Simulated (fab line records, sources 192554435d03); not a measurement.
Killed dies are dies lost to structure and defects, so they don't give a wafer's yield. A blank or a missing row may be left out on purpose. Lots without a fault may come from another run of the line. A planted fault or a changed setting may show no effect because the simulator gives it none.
Which tool did it? | flow n5_finfet | 13 lots, 37 wafers sampled, at 4 steps of a route of 1938

WHAT THE GAUGES READ, wafer by wafer
N5_BEOL_M8_INSPECT_58: inspects for defects (darkfield). Usual: raw_defect_count 68, standard deviation 22.
lot  | measured     | on                | raw_defect_count | flag
L776 | day 8 23:57  | defect_inspect-02 | 82 72            |
L778 | day 9 04:14  | defect_inspect-01 | 47 59            |
L777 | day 9 04:34  | defect_inspect-02 | 37 61 46         |
L779 | day 10 00:46 | defect_inspect-01 | 54 40 33         |
L780 | day 10 10:08 | defect_inspect-01 | 63 64 108        |
L782 | day 10 11:01 | defect_inspect-01 | 71 57 29         |
L788 | day 12 03:46 | defect_inspect-02 | 95 100 112       |
L790 | day 12 16:39 | defect_inspect-02 | 45 80 56         |
L793 | day 13 00:57 | defect_inspect-01 | 44 99 66         |
L795 | day 13 14:17 | defect_inspect-02 | 65 85 75         |
L796 | day 13 17:20 | defect_inspect-02 | 43 71 67         |
L798 | day 14 18:14 | defect_inspect-02 | 30 87 51         |
L799 | day 15 04:03 | defect_inspect-01 | 50 50 69         |

N5_BEOL_M9_CD_MEAS_11: target cd 64.1 nm. Usual: cd_nm 64.1 nm, standard deviation 0.58.
lot  | measured     | on        | cd_nm (nm)     | flag
L776 | day 9 02:10  | cd_sem-03 | 63.8 64.1      |
L778 | day 9 07:50  | cd_sem-01 | 63.9 64.7      |
L777 | day 9 08:28  | cd_sem-02 | 64.2 64.1 63.4 |
L779 | day 10 02:26 | cd_sem-02 | 64.7 65.0 64.7 |
L780 | day 10 12:05 | cd_sem-01 | 63.8 64.5 63.4 |
L782 | day 10 12:29 | cd_sem-02 | 64.1 63.4 64.4 |
L788 | day 12 06:31 | cd_sem-01 | 64.5 64.4 64.1 |
L790 | day 12 18:59 | cd_sem-01 | 64.1 63.3 64.1 |
L793 | day 13 03:21 | cd_sem-02 | 63.8 64.0 63.7 |
L795 | day 13 15:58 | cd_sem-03 | 64.6 64.3 63.6 |
L796 | day 13 18:50 | cd_sem-02 | 64.8 63.8 63.8 |
L798 | day 14 20:15 | cd_sem-02 | 64.0 64.8 63.9 |
L799 | day 15 06:01 | cd_sem-03 | 64.7 64.1 64.5 |

N5_BEOL_M9_INSPECT_13: inspects for defects (brightfield). Usual: raw_defect_count 399, standard deviation 100.
lot  | measured     | on                | raw_defect_count | flag
L776 | day 9 02:15  | defect_inspect-02 | 493 419          |
L778 | day 9 07:53  | defect_inspect-01 | 444 423          |
L777 | day 9 08:32  | defect_inspect-01 | 273 333 403      |
L779 | day 10 02:29 | defect_inspect-02 | 271 211 265      |
L780 | day 10 12:09 | defect_inspect-02 | 338 298 504      |
L782 | day 10 12:32 | defect_inspect-01 | 231 296 253      |
L788 | day 12 06:34 | defect_inspect-02 | 404 423 561      |
L790 | day 12 19:02 | defect_inspect-02 | 283 555 407      |
L793 | day 13 03:24 | defect_inspect-02 | 245 317 280      |
L795 | day 13 16:01 | defect_inspect-01 | 300 332 276      |
L796 | day 13 18:53 | defect_inspect-01 | 354 405 445      |
L798 | day 14 20:18 | defect_inspect-02 | 401 623 412      |
L799 | day 15 06:04 | defect_inspect-01 | 621 359 440      |

WHICH TOOL RAN EACH LOT (tool, then ch and the chambers of the sampled wafers, then the start)
lot  | N5_BEOL_M9_COAT_60
L776 | litho_track-01 ch 0, day 9 01:56
L778 | litho_track-01 ch 0, day 9 07:28
L777 | litho_track-05 ch 0, day 9 08:13
L779 | litho_track-01 ch 0, day 10 02:11
L780 | litho_track-02 ch 0, day 10 11:51
L782 | litho_track-01 ch 0, day 10 12:03
L788 | litho_track-02 ch 0, day 12 06:16
L790 | litho_track-01 ch 0, day 12 18:45
L793 | litho_track-02 ch 0, day 13 02:59
L795 | litho_track-01 ch 0, day 13 15:36
L796 | litho_track-02 ch 0, day 13 18:28
L798 | litho_track-01 ch 0, day 14 19:53
L799 | litho_track-05 ch 0, day 15 05:46
- N5_BEOL_M9_COAT_60: time 60 s, resist thk 30 nm.

WHAT THE TOOLS THEMSELVES READ (means of the sampled wafers that have a number; where no wafer has one, the mark that the record gives instead)
N5_BEOL_M9_COAT_60. Usual: spin_speed_rpm 1500.0 rpm, standard deviation 1.
lot  | tool           | spin_speed_rpm (rpm) | flag
L776 | litho_track-01 | 1499.5               |
L778 | litho_track-01 | 1499.9               |
L777 | litho_track-05 | 1500.0               |
L779 | litho_track-01 | 1666.4               | OFF
L780 | litho_track-02 | 1500.1               |
L782 | litho_track-01 | 1666.5               | OFF
L788 | litho_track-02 | 1498.8               |
L790 | litho_track-01 | 1498.8               |
L793 | litho_track-02 | 1499.1               |
L795 | litho_track-01 | 1500.2               |
L796 | litho_track-02 | 1498.9               |
L798 | litho_track-01 | 1500.2               |
L799 | litho_track-05 | 1497.9               |

THE ANSWER, worked out from the rows above alone
Rule: a lot is off if the mean of its wafers that have a number lies more than 3 standard deviations from the usual mean. A lot without any number at a reading at which 4 lots or more have one is off too. The other lots that the step has rows for count as sound. The gauges are gone through in route order, then the tools' own readings, and for those a lot's mean is taken as printed above. The first step at which some lot is off is used, and at that step the reading that is off furthest; a lot without a number counts as furthest.
Off: L779, L782, at N5_BEOL_M9_COAT_60 (spin_speed_rpm).
A tool fits if, at that step or a process step before it, it ran every lot that is off, and no sound lot after the first of them. None of those tried fits.

WHAT THE SIMULATOR HAD PUT IN
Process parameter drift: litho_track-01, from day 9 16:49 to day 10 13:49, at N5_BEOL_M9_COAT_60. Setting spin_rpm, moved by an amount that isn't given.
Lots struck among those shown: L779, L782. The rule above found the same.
